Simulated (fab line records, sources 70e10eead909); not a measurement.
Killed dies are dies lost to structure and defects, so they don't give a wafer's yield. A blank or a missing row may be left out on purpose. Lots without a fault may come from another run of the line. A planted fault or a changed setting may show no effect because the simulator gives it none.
Chamber matching | flow nand_harc | NHARC_A_STAIRCASE_TRIM_20 on rie_diel-01: 4 sister chambers
The step chemistry O2, time 211.2 s. 7 wafers are shown with their chamber, then 7 later ones without.

WAFERS WITH THEIR CHAMBER
wafer  | chamber | showerhead_plenum_p_Torr (Torr) | drypump_motor_current_A (A)
L080.1 | 3       | 3.39                            | 5.4
L080.3 | 0       | 3.50                            | 6.0
L083.1 | 1       | 3.37                            | 6.3
L083.2 | 2       | 3.60                            | 6.1
L083.5 | 1       | 3.37                            | 6.3
L084.3 | 3       | 3.39                            | 5.3
L084.4 | 0       | 3.49                            | 6.0

WAFERS WITHOUT THEIR CHAMBER
wafer  | showerhead_plenum_p_Torr (Torr) | drypump_motor_current_A (A)
L084.5 | 3.38                            | 5.4
L088.1 | 3.37                            | 6.3
L088.4 | 3.48                            | 6.0
L088.5 | 3.48                            | 6.0
L089.2 | 3.38                            | 5.4
L089.4 | 3.59                            | 6.1
L089.5 | 3.48                            | 6.0

WHICH CHAMBER EACH WENT THROUGH
wafer  | from the rows above | in truth
L084.5 | 3                   | 3
L088.1 | 1                   | 1
L088.4 | 0                   | 0
L088.5 | 0                   | 0
L089.2 | 3                   | 3
L089.4 | 2                   | 2
L089.5 | 0                   | 0
Placed correctly: 7 of 7. Can't be placed from these rows: 0. Placed wrongly: 0.
How it was worked out, from the rows above alone: a wafer's distance from a chamber is the root of the sum, over the readings, of the square of ((its reading less the chamber's mean) divided by the reading's scatter). The wafer belongs to the nearest chamber; if the next one is less than 2 further off, it can't be placed. A chamber's mean is the mean of its shown wafers. The scatter: the root of (the sum of the squares of (reading less its chamber's mean) over the shown wafers, divided by (wafers less chambers)).
